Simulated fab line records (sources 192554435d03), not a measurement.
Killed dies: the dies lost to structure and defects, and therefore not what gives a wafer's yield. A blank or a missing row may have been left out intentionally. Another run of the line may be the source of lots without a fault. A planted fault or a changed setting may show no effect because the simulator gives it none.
A lot that was struck, set against a sound lot -- flow n5-finfet -- 14 out of 1938 route steps
Sound: these wafers, L720.3, L720.4, L720.6. Struck: wafers L725.5, L725.6. (L725.4 of the same lot was not struck and is left out.) The cause comes at the end.
For every step that has rows: the tool of each side, followed by ch and its chambers, followed by its first start. Under that, the readings that differ: sound wafers -- struck wafers -- difference of the means -- sigmas: that difference in standard deviations of wafers without a fault.
alike: readings whose means differ by less than 2 such deviations, and words and numbers that are the same on both sides. not compared: withheld readings, readings that some wafer has no value for, bounds like >300 that may hide the same value, and numbers for which the record gives no deviation and whose values overlap.
The two part at a step that has a row with sigmas, a row that says differs or no value, or rows on one side only. Numbers that don't overlap but have no deviation are shown without sigmas and don't part them. Lack of a reading on every wafer of one side parts them only where that side has two or more wafers.

first, 7 steps without rows for these wafers: N5_BEOL_M11_COAT_64 (time 60 s, resist thk 30 nm); N5_BEOL_M11_COAT_22 (resist thk 90 nm); N5_BEOL_M11_EBR_24; N5_BEOL_M11_SOFTBAKE_23 (time 60 s); N5_BEOL_M11_EXPOSE_25 (exposes mask V10); N5_BEOL_M11_PEB_26 (peb time 60 s); N5_BEOL_M11_DEVELOP_27 (develop time 30 s).
N5_BEOL_M11_CD_MEAS_28 targets a cd of 70 nm.
  sound on cd-sem-02 ch 0, day 13 09:41; struck on cd-sem-03 ch 0, day 14 11:25
  alike: cd-nm
N5_BEOL_M11_OVL_MEAS_29:
  sound on overlay-01 ch 0, day 13 09:43; struck on overlay-01 ch 0, day 14 11:27
  alike: V10_OVL
N5_BEOL_M11_INSPECT_30: inspects for defects (brightfield).
  struck on defect-inspect-01, day 14 11:28; sound on defect-inspect-02, day 13 09:45
  alike: raw-defect-count
N5_BEOL_M11_DESCUM_33: chemistry O2, time 7.9 s.
  sound on rie-diel-01 ch 0,1, day 13 10:28; struck on rie-diel-01 ch 1,2, day 14 11:36
  alike: drypump-motor-current-A, oes-product-au, rf-vpp-V, showerhead-plenum-p-Torr, throttle-valve-pct
  not compared: rf-hours-counter-h
N5_BEOL_M11_ETCH_65: etches SiARC in CF4, target depth 39 nm, time 65 s.
  sound on rie-diel-01 ch 0,1, day 13 10:30; struck on rie-diel-01 ch 1,2, day 14 11:38
  alike: drypump-motor-current-A, etch-rf-on-time-s, oes-product-au, rf-vpp-V, showerhead-plenum-p-Torr, throttle-valve-pct
  not compared: rf-hours-counter-h
N5_BEOL_M11_ETCH_66: etches SOC in N2/H2, target depth 120 nm, overetch 24 nm, time 180 s.
  sound on rie-diel-01 ch 0,1, day 13 10:33; struck on rie-diel-01 ch 1,2, day 14 11:43
reading,sound,struck,difference,sigmas
model.SiARC_of_BEOL_M11_COAT_64.thk-nm (nm),22.6 22.6 22.8,24 23.8,+1,
  alike: drypump-motor-current-A, oes-product-au, rf-vpp-V, showerhead-plenum-p-Torr, throttle-valve-pct
  not compared: rf-hours-counter-h
then, 1 step without rows for these wafers: N5_BEOL_M11_STRIP_69 (strips in N2/H2).

WHERE THEY PART
Nowhere in this record.

WHY: what the simulator had put in
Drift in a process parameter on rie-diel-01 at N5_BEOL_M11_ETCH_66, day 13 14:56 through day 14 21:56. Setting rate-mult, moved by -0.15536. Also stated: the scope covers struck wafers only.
